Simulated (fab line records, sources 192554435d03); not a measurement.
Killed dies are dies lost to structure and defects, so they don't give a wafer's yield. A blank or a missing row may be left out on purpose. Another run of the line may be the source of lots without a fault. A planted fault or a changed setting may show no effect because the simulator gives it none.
A lot that was struck, set against a sound lot | flow n5Finfet | 15 out of 1938 route steps
Sound: wafers L979.1, L979.4, L979.6. Struck: wafer L989.5 (left out: L989.1, L989.4 of the same lot, which were not struck); the cause appears at the end.
At each step with rows: each side's tool, then ch and its chambers, then its first start. Under that, the readings that differ: sound wafers | struck wafers | difference of the means | sigmas: that difference in standard deviations of wafers without a fault.
alike: readings with means less than 2 such deviations apart, plus words and numbers identical on both sides. not compared: withheld readings, readings lacking a value on some wafer, bounds such as >300 that could conceal the same value, and numbers that have no deviation in the record and whose values overlap.
A row with sigmas, a row that says differs or no value, or rows on one side alone: a step with any of these is where the two part. Non-overlapping numbers with no deviation appear without sigmas and do not part them. Lack of a reading on every wafer of one side parts them only where that side has two or more wafers.

N5_HKMG_FIN_CD_MEAS_12 targets a cd of 92.8 nm.
  sound on cdSem-02 ch 0, day 4 01:48; struck on cdSem-02 ch 0, day 6 16:22
  alike: cdNm
N5_HKMG_FIN_OVL_MEAS_13:
  sound on overlay-02 ch 0, day 4 01:50; struck on overlay-02 ch 0, day 6 16:24
  alike: NWFM_OVL
N5_HKMG_FIN_INSPECT_14: inspects for defects (macro).
  struck on defectInspect-02, day 6 16:25; sound on defectInspect-01, day 4 01:51
  alike: rawDefectCount
N5_HKMG_FIN_DESCUM_17: chemistry O2, time 7.9 s.
  sound on rieDiel-02 ch 1,3, day 4 02:10; struck on rieDiel-02 ch 0, day 6 16:41
  alike: drypumpMotorCurrentA, oesProductAu, rfVppV, showerheadPlenumPTorr, throttleValvePct
  not compared: rfHoursCounterH
N5_HKMG_FIN_ETCH_31: etches SiARC in CF4, target depth 45.5 nm, time 75.8 s.
  sound on rieDiel-02 ch 1,3, day 4 02:12; struck on rieDiel-02 ch 0, day 6 16:44
reading           | sound          | struck | difference | sigmas
etchRfOnTimeS (s) | 74.6 74.3 76.3 | 78.9   | +3.8       | +2
  alike: cf4FlowSccm, drypumpMotorCurrentA, oesProductAu, rfVppV, showerheadPlenumPTorr, throttleValvePct
  not compared: rfHoursCounterH
N5_HKMG_FIN_ETCH_32: etches SOC in N2/H2, target depth 240 nm, time 300 s.
  sound on rieDiel-02 ch 1,3, day 4 02:16; struck on rieDiel-02 ch 0, day 6 16:47
reading              | sound             | struck | difference | sigmas
throttleValvePct (%) | 18.19 18.18 18.11 | 17.67  | -0.49      | -2
  alike: drypumpMotorCurrentA, oesProductAu, rfVppV, showerheadPlenumPTorr
  not compared: rfHoursCounterH
then, 2 steps without rows for these wafers: N5_HKMG_FIN_STRIP_33 (strips in N2/H2); N5_HKMG_FIN_STRIP_34 (strips in CF4).
N5_HKMG_FIN_ETCH_35: etches SOC in N2/H2, target depth 215.8 nm, time 243.4 s.
  sound on rieDiel-02 ch 1,3, day 4 02:28; struck on rieDiel-02 ch 0, day 6 16:59
reading              | sound             | struck | difference | sigmas
throttleValvePct (%) | 18.20 18.21 18.11 | 17.66  | -0.51      | -2
  alike: drypumpMotorCurrentA, oesProductAu, rfVppV, showerheadPlenumPTorr
  not compared: rfHoursCounterH
then, 2 steps without rows for these wafers: N5_HKMG_FIN_STRIP_92 (strips SOC in N2/H2, time 20 s); N5_HKMG_FIN_WET_ETCH_18 (etches TiN in SC1, time 55 s, target depth 5.2 nm, rinse time 30 s).
N5_HKMG_FIN_STRIP_19: strips in N2/H2, time 360 s.
  sound on plasmaAsher-02 ch 0,1, day 4 02:46; struck on plasmaAsher-02 ch 1, day 6 17:17
  alike: drypumpMotorCurrentA, heaterPowerW
  not compared: rfHoursCounterH
N5_HKMG_FIN_ALD_91: deposits TiN, target thk 1 nm, pulse time 1 s, purge time 3 s.
  sound on aldMetal-03 ch 0,1, day 4 03:09; struck on aldMetal-03 ch 1, day 6 17:40
reading                  | sound | struck | difference | sigmas
coReactantPulseTimeS (s) | 2 2 2 | 1.4835 | -0.5165    | 
  alike: heaterPowerW, precursorPulseHeightRel
then, 1 step without rows for these wafers: N5_HKMG_FIN_COAT_85 (time 60 s, resist thk 300 nm).
-- a jump in the record: the struck wafers' starts before and after are 8 days apart (it breaks off in module HKMG_FIN and resumes in module PASSIVATION, where the first step shown is number 1936 of the route) --
N5_PASSIVATION_PROBE_49:
  struck on prober-01, day 15 03:13; sound on prober-01, day 12 18:16
reading       | sound | struck | difference | sigmas
killedAtOther | 2 3 2 | 9      | +7         | +2
  alike: killed_at_M0_to_M3, killed_at_M4_up, killedAtContacts, killedAtFrontEnd, killedDies, killedOpen, killedShort

## WHERE THEY PART
At N5_HKMG_FIN_ETCH_31 first; at N5_PASSIVATION_PROBE_49 last (within this record only).

WHY: the cause the simulator had injected
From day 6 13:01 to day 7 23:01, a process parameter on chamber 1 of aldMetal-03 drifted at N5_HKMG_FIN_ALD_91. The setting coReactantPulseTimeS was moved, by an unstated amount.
